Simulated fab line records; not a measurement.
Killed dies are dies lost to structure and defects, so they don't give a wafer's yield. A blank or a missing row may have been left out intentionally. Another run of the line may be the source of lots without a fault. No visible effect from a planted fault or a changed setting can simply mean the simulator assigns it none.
Chamber matching || flow n5Finfet || 4 sister chambers for N5_BEOL_M7_ETCH_72 on rieDiel-04
The step etches underlayer in N2/H2, target depth 6.5 nm, time 5.2 s. 8 wafers are shown with their chamber, then 7 later ones without.

WAFERS WITH THEIR CHAMBER
{"wafer": "L079.4", "chamber": 0, "showerheadPlenumPTorr (Torr)": 2.50, "drypumpMotorCurrentA (A)": 6.3}
{"wafer": "L080.1", "chamber": 0, "showerheadPlenumPTorr (Torr)": 2.50, "drypumpMotorCurrentA (A)": 6.3}
{"wafer": "L078.5", "chamber": 1, "showerheadPlenumPTorr (Torr)": 2.62, "drypumpMotorCurrentA (A)": 5.6}
{"wafer": "L085.1", "chamber": 2, "showerheadPlenumPTorr (Torr)": 2.45, "drypumpMotorCurrentA (A)": 5.7}
{"wafer": "L085.2", "chamber": 3, "showerheadPlenumPTorr (Torr)": 2.54, "drypumpMotorCurrentA (A)": 5.4}
{"wafer": "L085.3", "chamber": 1, "showerheadPlenumPTorr (Torr)": 2.61, "drypumpMotorCurrentA (A)": 5.6}
{"wafer": "L086.3", "chamber": 2, "showerheadPlenumPTorr (Torr)": 2.45, "drypumpMotorCurrentA (A)": 5.7}
{"wafer": "L086.4", "chamber": 3, "showerheadPlenumPTorr (Torr)": 2.54, "drypumpMotorCurrentA (A)": 5.5}

WAFERS WITH NO CHAMBER GIVEN
{"wafer": "L086.5", "showerheadPlenumPTorr (Torr)": 2.61, "drypumpMotorCurrentA (A)": 5.6}
{"wafer": "L090.1", "showerheadPlenumPTorr (Torr)": 2.61, "drypumpMotorCurrentA (A)": 5.6}
{"wafer": "L090.2", "showerheadPlenumPTorr (Torr)": 2.45, "drypumpMotorCurrentA (A)": 5.6}
{"wafer": "L090.6", "showerheadPlenumPTorr (Torr)": 2.45, "drypumpMotorCurrentA (A)": 5.6}
{"wafer": "L094.1", "showerheadPlenumPTorr (Torr)": 2.49, "drypumpMotorCurrentA (A)": 6.3}
{"wafer": "L094.5", "showerheadPlenumPTorr (Torr)": 2.49, "drypumpMotorCurrentA (A)": 6.3}
{"wafer": "L094.6", "showerheadPlenumPTorr (Torr)": 2.54, "drypumpMotorCurrentA (A)": 5.5}

WHICH CHAMBER EACH WENT THROUGH
{"wafer": "L086.5", "from the rows above": 1, "in truth": 1}
{"wafer": "L090.1", "from the rows above": 1, "in truth": 1}
{"wafer": "L090.2", "from the rows above": 2, "in truth": 2}
{"wafer": "L090.6", "from the rows above": 2, "in truth": 2}
{"wafer": "L094.1", "from the rows above": 0, "in truth": 0}
{"wafer": "L094.5", "from the rows above": 0, "in truth": 0}
{"wafer": "L094.6", "from the rows above": 3, "in truth": 3}
Placed correctly: 7 of 7. Number that these rows cannot place: 0. Placed wrongly: 0.
How it was worked out, from the rows above alone: a wafer's distance from a chamber is the root of the sum, over the readings, of the square of ((its reading less the chamber's mean) divided by the reading's scatter). If the next closest chamber is less than 2 further off than the closest, the wafer can't be placed; otherwise it belongs to the closest. For every chamber, the mean is computed from those of its wafers that are shown. The scatter: take each reading less its chamber's mean, square it, sum over the shown wafers, divide by the number of wafers less the number of chambers, and take the root.
